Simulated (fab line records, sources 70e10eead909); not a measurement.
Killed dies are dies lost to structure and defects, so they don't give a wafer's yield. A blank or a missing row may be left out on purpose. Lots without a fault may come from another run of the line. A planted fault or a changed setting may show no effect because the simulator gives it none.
Chamber matching | flow nand_harc | NHARC_P_M2_CMP_23 on cmp-03: 4 sister chambers
The step polishes, t overpolish 20 s, target thk 144.3 nm. 8 wafers are shown with their chamber, then 6 later ones without.

WAFERS WITH THEIR CHAMBER
wafer  | chamber | motor_current_A (A) | time_to_endpoint_s (s)
L177.1 | 3       | 11.1                | 32.3
L177.6 | 2       | 10.8                | 20.6
L179.1 | 0       | 12.2                | 27.5
L179.2 | 3       | 11.3                | 29.5
L179.6 | 1       | 11.4                | 30.6
L184.2 | 0       | 12.3                | 27.1
L184.3 | 2       | 10.8                | 28.4
L184.4 | 1       | 11.6                | 29.7

WAFERS WITHOUT THEIR CHAMBER
wafer  | motor_current_A (A) | time_to_endpoint_s (s)
L185.1 | 11.5                | 33.6
L185.2 | 11.1                | 30.4
L185.3 | 12.3                | 30.9
L186.1 | 10.7                | 29.0
L186.2 | 11.2                | 27.2
L186.5 | 10.4                | 31.9

WHICH CHAMBER EACH WENT THROUGH
wafer  | from the rows above     | in truth
L185.1 | can't be placed: 1 or 3 | 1
L185.2 | 3                       | 3
L185.3 | 0                       | 0
L186.1 | 2                       | 2
L186.2 | can't be placed: 3 or 1 | 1
L186.5 | 2                       | 2
Placed correctly: 4 of 6. Can't be placed from these rows: 2 (the true chamber is among the candidates in 2). Placed wrongly: 0.
How it was worked out, from the rows above alone: a wafer's distance from a chamber is the root of the sum, over the readings, of the square of ((its reading less the chamber's mean) divided by the reading's scatter). The wafer belongs to the nearest chamber; if the next one is less than 2 further off, it can't be placed. A chamber's mean is the mean of its shown wafers. The scatter: the root of (the sum of the squares of (reading less its chamber's mean) over the shown wafers, divided by (wafers less chambers)).
